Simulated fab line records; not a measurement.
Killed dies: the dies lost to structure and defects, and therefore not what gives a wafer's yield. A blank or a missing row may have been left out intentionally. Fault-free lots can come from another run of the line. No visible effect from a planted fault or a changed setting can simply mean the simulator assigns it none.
Chamber matching	flow n5Finfet	4 sister chambers for N5_SD_EPI_P_ETCHBACK_46 on rieDiel-02
The step etches SiNx in CH3F/O2, stops on SiO2, target depth 17.5 nm. 18 wafers are shown with their chamber, then 9 later ones without.

== WAFERS WITH THEIR CHAMBER ==
wafer	chamber	showerheadPlenumPTorr (Torr)	drypumpMotorCurrentA (A)	oes_o_777_au (a.u.)
L075.1	2	1.99	5.6	0.75
L075.3	0	2.00	6.0	0.73
L075.5	1	2.09	5.9	0.77
L078.1	2	1.99	5.7	0.74
L078.2	0	2.00	6.0	0.73
L078.6	2	1.99	5.7	0.74
L077.2	3	2.13	5.4	0.95
L077.3	1	2.08	5.9	0.77
L077.4	2	1.99	5.7	0.74
L079.3	3	2.13	5.4	0.93
L079.4	0	2.00	6.0	0.73
L079.6	0	2.00	6.0	0.73
L081.2	3	2.13	5.4	0.91
L081.3	0	2.00	6.0	0.72
L081.5	2	1.99	5.6	0.74
L083.1	1	2.08	5.9	0.77
L083.2	2	1.99	5.6	0.74
L083.3	3	2.13	5.4	0.91

SIGNATURES (means of the wafers above)
reading	chamber 0	chamber 1	chamber 2	chamber 3	scatter within a chamber
showerheadPlenumPTorr	2.0000	2.0833	1.9900	2.1300	0.00218
drypumpMotorCurrentA	6.000	5.900	5.650	5.400	0.0327
oes_o_777_au	0.7280	0.7700	0.7417	0.9250	0.0095
Rule: distance of a wafer from a chamber = root of the sum over the readings of ((wafer's reading minus chamber's mean) / reading's scatter) squared. If the next closest chamber is less than 2 further off than the closest, the wafer can't be placed; otherwise it belongs to the closest. How the scatter is found: for the shown wafers, subtract from each reading the mean of its chamber, square and add these, divide the total by (wafers less chambers), then take the root.

== WAFERS WITH NO CHAMBER GIVEN ==
wafer	showerheadPlenumPTorr (Torr)	drypumpMotorCurrentA (A)	oes_o_777_au (a.u.)
L084.1	2.13	5.4	0.90
L084.3	1.99	6.0	0.72
L084.6	1.99	6.0	0.72
L092.1	1.99	6.0	0.72
L092.4	2.08	5.9	0.75
L092.5	1.99	6.1	0.72
L097.1	1.98	5.7	0.72
L097.2	1.99	6.0	0.71
L097.5	1.98	5.7	0.71

== WHICH CHAMBER EACH WENT THROUGH ==
wafer	from the rows above	in truth
L084.1	3	3
L084.3	0	0
L084.6	0	0
L092.1	0	0
L092.4	1	1
L092.5	0	0
L097.1	2	2
L097.2	0	0
L097.5	2	2
Correct placement for 9 of the 9. Can't be placed from these rows: 0. 0 placed wrongly.
